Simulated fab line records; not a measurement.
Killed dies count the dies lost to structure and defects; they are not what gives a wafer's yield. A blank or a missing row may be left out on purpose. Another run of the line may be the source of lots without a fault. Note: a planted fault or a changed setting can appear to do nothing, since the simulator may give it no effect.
fab line records -- flow n5-finfet -- part 2 of 2: steps 24 to 29 of 29
[record] lots = 5, wafers = 15, last-day = 19
route steps=1938 shown BEOL_M11@1548
lots that met no fault: taken from a fault-free run of the same line
start-h: start of the lot's first displayed wafer, in hours after the record's first day -- wait-h: hours elapsed since this lot's preceding step -- " same as the row above -- L1.1+2: a single row standing in for several wafers -- - either no value or no given start -- * or withheld: withheld -- < > ~ a bound
route shown NAME@n: a module of which the file shows steps, and the number in the route of the first -- usual: mean and standard deviation over wafers with no fault -- same: alike in all rows -- chamber/n: place in a boat -- sites: each site's reading -- _std_site: the standard deviation of these -- _edge_site: inner sites' mean taken away from outer sites' mean -- radius-mm: for every site, how far away it sits from the centre of the wafer -- mask NAME#n: copy n -- behind: the tool/chamber that last shaped the wafer -- hold: why the lot was held/for how many hours/how that ended -- device: whichever transistor did not switch (one of n, p or np) -- end of line: tests run on the same wafers once the route is complete -- for a step that has no rows: nothing shown but its recipe -- killed: at the first sort, the dies lost to defects and structure; wafer yield is something else -- map: a wafer's dies, marking killed ones x, the rest . and places with no die _
set.NAME: setting as actually run; set.NAME@STEP: the setting as run at that earlier step -- model.NAME: the simulator's own value behind a step, which no gauge read
lots seen at some steps along the route; tables by step, rows by wafer
services: the hour from which a tool's chamber was out of use, counted from the record's first day as start-h (under 0 if before that day), plus the number of hours and why
[[steps]]
[step N5_BEOL_M11_DESCUM_33]
[recipe] chemistry = O2, time-s = 7.9, source-power-w = 50, bias-power-w = 20, pressure-mtorr = 20, rf-frequency-hz = 2.712e+07, temp-c = 40, resist = CAR-ArF, o2-flow-sccm = 225
[usual] drypump-motor-current-A = 5.5/0.45, oes-product-au = 0.79/0.094, rf-vpp-V = 243.9/1.2, showerhead-plenum-p-Torr = 2.14/0.05, throttle-valve-pct = 20.41/0.2
lot.wafer,tool,chamber,start-h,wait-h,drypump-motor-current-A,oes-product-au,rf-hours-counter-h,rf-vpp-V,showerhead-plenum-p-Torr,throttle-valve-pct
L084.2,rie-diel-01,2,325.49,0.0,5.0,0.72,194,244.4,2.09,20.70
L084.5,rie-diel-01,2,325.49,0.0,5.0,0.71,-,244.2,2.09,20.70
L084.6,rie-diel-01,1,325.49,0.0,5.7,0.92,-,245.3,2.14,20.40
L085.3,rie-diel-02,3,343.09,0.0,5.5,0.77,125,244.7,2.18,20.20
L085.4,rie-diel-02,2,343.09,0.0,4.8,0.79,114,243.8,2.19,20.89
L085.6,rie-diel-02,3,343.09,0.0,5.5,0.77,-,244.9,2.18,20.22
L087.1,rie-diel-04,0,350.57,0.0,6.1,0.89,42,243.5,2.13,20.48
L087.3,rie-diel-04,2,350.57,0.0,5.5,0.68,246,243.0,2.05,20.56
L087.4,rie-diel-04,3,350.57,0.0,5.7,0.71,191,242.2,2.08,20.38
L089.3,rie-diel-01,3,379.72,0.0,4.7,0.70,220,243.5,2.15,20.32
L089.4,rie-diel-01,2,379.72,0.0,5.0,0.72,212,242.5,2.08,20.71
L089.5,rie-diel-01,2,379.72,0.0,5.0,0.71,-,242.0,2.08,20.74
L091.1,rie-diel-02,2,409.79,0.0,4.8,0.78,134,243.6,2.18,20.92
L091.3,rie-diel-02,0,409.79,0.0,5.1,0.95,9,244.3,2.14,20.25
L091.5,rie-diel-02,1,409.79,0.0,5.1,0.71,-,244.2,2.16,20.31
[step N5_BEOL_M11_ETCH_65]
[recipe] chemistry = CF4, target = SiARC, target-depth-a = 390, mask-material = CAR-ArF, time-s = 65, ion-energy-ev = 80, pressure-mtorr = 40, source-w = 545, bias-w = 36, Ar_flow_sccm = 100, cf4-flow-sccm = 100, ends = cleared
[usual] cf4-flow-sccm = 99.98/0.28, drypump-motor-current-A = 5.5/0.45, etch-rf-on-time-s = 65.0/0.92, oes-product-au = 0.68/0.078, rf-vpp-V = 184.7/1.1, showerhead-plenum-p-Torr = 2.19/0.05, throttle-valve-pct = 15.59/0.19
lot.wafer,tool,chamber,start-h,wait-h,cf4-flow-sccm,drypump-motor-current-A,etch-rf-on-time-s,oes-product-au,rf-hours-counter-h,rf-vpp-V,showerhead-plenum-p-Torr,throttle-valve-pct
L084.2,rie-diel-01,2,325.52,0.0,99.72,4.9,64.6,0.63,194,183.7,2.13,15.83
L084.5,rie-diel-01,2,325.52,0.0,99.74,5.0,64.3,0.62,-,183.0,2.13,15.85
L084.6,rie-diel-01,1,325.52,0.0,99.73,5.8,64.2,0.79,-,185.1,2.19,15.52
L085.3,rie-diel-02,3,343.12,0.0,99.88,5.5,65.9,0.66,125,186.4,2.23,15.45
L085.4,rie-diel-02,2,343.12,0.0,100.21,4.8,64.4,0.67,114,184.2,2.24,16.01
L085.6,rie-diel-02,3,343.12,0.0,99.98,5.5,65.0,0.66,-,185.4,2.23,15.46
L087.1,rie-diel-04,0,350.61,0.0,99.90,6.1,64.5,0.75,42,183.3,2.17,15.54
L087.3,rie-diel-04,2,350.61,0.0,100.51,5.5,66.2,0.58,246,183.1,2.11,15.83
L087.4,rie-diel-04,3,350.61,0.0,100.15,5.6,63.5,0.62,191,184.7,2.13,15.60
L089.3,rie-diel-01,3,379.76,0.0,100.46,4.6,65.9,0.59,220,186.8,2.21,15.61
L089.4,rie-diel-01,2,379.76,0.0,99.86,5.0,64.4,0.61,212,182.4,2.12,15.88
L089.5,rie-diel-01,2,379.76,0.0,99.87,5.0,64.3,0.61,-,183.2,2.12,15.87
L091.1,rie-diel-02,2,409.82,0.0,99.75,4.8,64.2,0.67,134,185.1,2.23,16.06
L091.3,rie-diel-02,0,409.82,0.0,100.38,5.0,64.2,0.80,9,184.7,2.18,15.39
L091.5,rie-diel-02,1,409.82,0.0,99.98,5.1,64.7,0.60,-,183.8,2.21,15.55
[step N5_BEOL_M11_ETCH_66]
[recipe] chemistry = N2/H2, target = SOC, target-depth-a = 1200, overetch-a = 240, mask-material = SiARC, temp-c = 40, time-s = 180, ion-energy-ev = 200, pressure-mtorr = 30, source-w = 840, bias-w = 150, n2-flow-sccm = 200, h2-flow-sccm = 200
[usual] drypump-motor-current-A = 5.5/0.45, oes-product-au = 0.64/0.073, rf-vpp-V = 525.6/1.9, showerhead-plenum-p-Torr = 2.60/0.064, throttle-valve-pct = 17.81/0.22
lot.wafer,tool,chamber,start-h,wait-h,drypump-motor-current-A,oes-product-au,rf-hours-counter-h,rf-vpp-V,showerhead-plenum-p-Torr,throttle-valve-pct
L084.2,rie-diel-01,2,325.57,0.0,5.0,0.59,194,523.4,2.52,17.99
L084.5,rie-diel-01,2,325.57,0.0,5.0,0.59,-,523.5,2.52,18.00
L084.6,rie-diel-01,1,325.57,0.0,5.8,0.73,-,525.8,2.60,17.86
L085.3,rie-diel-02,3,343.17,0.0,5.5,0.63,125,525.8,2.67,17.62
L085.4,rie-diel-02,2,343.17,0.0,4.8,0.64,114,526.2,2.67,18.40
L085.6,rie-diel-02,3,343.17,0.0,5.5,0.63,-,527.3,2.67,17.60
L087.1,rie-diel-04,0,350.66,0.0,6.1,0.72,42,525.1,2.59,17.84
L087.3,rie-diel-04,2,350.66,0.0,5.5,0.55,246,522.9,2.50,18.01
L087.4,rie-diel-04,3,350.66,0.0,5.6,0.58,191,525.2,2.52,17.76
L089.3,rie-diel-01,3,379.81,0.0,4.6,0.57,220,526.7,2.62,17.74
L089.4,rie-diel-01,2,379.81,0.0,4.9,0.57,212,524.6,2.52,18.02
L089.5,rie-diel-01,2,379.81,0.0,5.0,0.57,-,522.6,2.52,18.02
L091.1,rie-diel-02,2,409.87,0.0,4.8,0.62,134,526.2,2.66,18.43
L091.3,rie-diel-02,0,409.87,0.0,5.0,0.75,9,525.2,2.61,17.64
L091.5,rie-diel-02,1,409.87,0.0,5.1,0.56,-,525.8,2.62,17.76
[step N5_BEOL_M11_STRIP_69]
[recipe] chemistry = N2/H2, temp-c = 40, n2-flow-sccm = 200, h2-flow-sccm = 200, rf-frequency-hz = 6e+07
lot.wafer,tool,chamber,start-h,wait-h
L084.2+5+6,rie-diel-01,"2,2,1",325.69,0.1
L085.3+4+6,rie-diel-02,"3,2,3",343.29,0.1
L087.1+3+4,rie-diel-04,"0,2,3",350.77,0.1
L089.3+4+5,rie-diel-01,"3,2,2",379.92,0.1
L091.1+3+5,rie-diel-02,"2,0,1",409.98,0.1
[step N5_BEOL_M11_VIA_ETCH_34]
[recipe] chemistry = C4F6/O2, target = SiCOH_lowk, target-depth-a = 1845, mask-material = SOC, taper-deg = 4, time-s = 69.2, ion-energy-ev = 250, pressure-mtorr = 30, source-w = 345, bias-w = 185, Ar_flow_sccm = 300, C4F6_flow_sccm = 10, O2_flow_sccm = 10
[usual] drypump-motor-current-A = 5.5/0.45, oes_o_777_au = 0.79/0.083, oes-product-au = 0.79/0.092, rf-vpp-V = 668/6.2, showerhead-plenum-p-Torr = 2.91/0.067, throttle-valve-pct = 20.88/0.19
lot.wafer,tool,chamber,start-h,wait-h,drypump-motor-current-A,oes_o_777_au,oes-product-au,rf-hours-counter-h,rf-vpp-V,showerhead-plenum-p-Torr,throttle-valve-pct
L084.2,rie-diel-01,2,325.70,0.0,5.0,0.75,0.72,194,655,2.82,21.08
L084.5,rie-diel-01,2,325.70,0.0,5.0,0.75,0.73,-,655,2.82,21.08
L084.6,rie-diel-01,1,325.70,0.0,5.8,0.92,0.93,-,673,2.91,20.91
L085.3,rie-diel-02,3,343.30,0.0,5.5,0.77,0.76,125,668,2.97,20.71
L085.4,rie-diel-02,2,343.30,0.0,4.8,0.81,0.80,114,664,2.98,21.41
L085.6,rie-diel-02,3,343.30,0.0,5.5,0.77,0.77,-,670,2.97,20.72
L087.1,rie-diel-04,0,350.78,0.0,6.1,0.87,0.89,42,678,2.89,20.89
L087.3,rie-diel-04,2,350.78,0.0,5.5,0.67,0.68,246,667,2.80,21.08
L087.4,rie-diel-04,3,350.78,0.0,5.6,0.75,0.72,191,661,2.83,20.81
L089.3,rie-diel-01,3,379.93,0.0,4.6,0.70,0.70,220,666,2.93,20.82
L089.4,rie-diel-01,2,379.93,0.0,5.0,0.74,0.71,212,654,2.81,21.09
L089.5,rie-diel-01,2,379.93,0.0,5.0,0.74,0.71,-,655,2.82,21.09
L091.1,rie-diel-02,2,409.99,0.0,4.9,0.79,0.78,134,665,2.97,21.43
L091.3,rie-diel-02,0,409.99,0.0,5.1,0.93,0.95,9,673,2.91,20.70
L091.5,rie-diel-02,1,409.99,0.0,5.1,0.71,0.71,-,660,2.94,20.83
[step N5_BEOL_M11_STRIP_73]
[recipe] chemistry = C4F6/O2, resist = SiARC, rf-frequency-hz = 6e+07
lot.wafer,tool,chamber,start-h,wait-h
L084.2+5+6,rie-diel-01,"2,2,1",325.75,0.0
L085.3+4+6,rie-diel-02,"3,2,3",343.35,0.0
L087.1+3+4,rie-diel-04,"0,2,3",350.84,0.0
L089.3+4+5,rie-diel-01,"3,2,2",379.99,0.0
L091.1+3+5,rie-diel-02,"2,0,1",410.05,0.0
[[services]]
tool,chamber,start-h,hours,kind
arfi-scanner-03,0,305.21,-,calibration
arfi-scanner-03,-,308.87,0.8,pm
rie-metal-02,1,318.50,-,clean
rie-metal-02,1,318.50,18.8,scheduled-down
rie-metal-02,1,318.50,18.8,vent-cycle
rie-diel-01,3,342.61,28.4,repair
rie-diel-01,-,343.93,0.2,repair
rie-metal-02,-,348.74,14.6,pm
rie-diel-02,3,351.99,7.2,repair
arfi-scanner-03,-,352.72,5.3,repair
rie-diel-02,0,359.19,-,clean
rie-diel-02,0,359.19,-,consumable-replace:focus-ring
rie-diel-02,0,359.19,22.7,scheduled-down
rie-diel-02,0,359.19,22.7,vent-cycle
rie-diel-04,2,369.75,-,clean
rie-diel-04,2,369.75,-,consumable-replace:focus-ring
rie-diel-04,2,369.75,20.7,scheduled-down
rie-diel-04,2,369.75,20.7,vent-cycle
arfi-scanner-03,-,381.08,0.8,repair
rie-diel-01,-,383.87,4.3,pm
litho-track-04,-,391.04,-,consumable-replace:filter
rie-diel-04,2,404.85,1.6,repair
rie-diel-02,2,407.57,1.4,repair
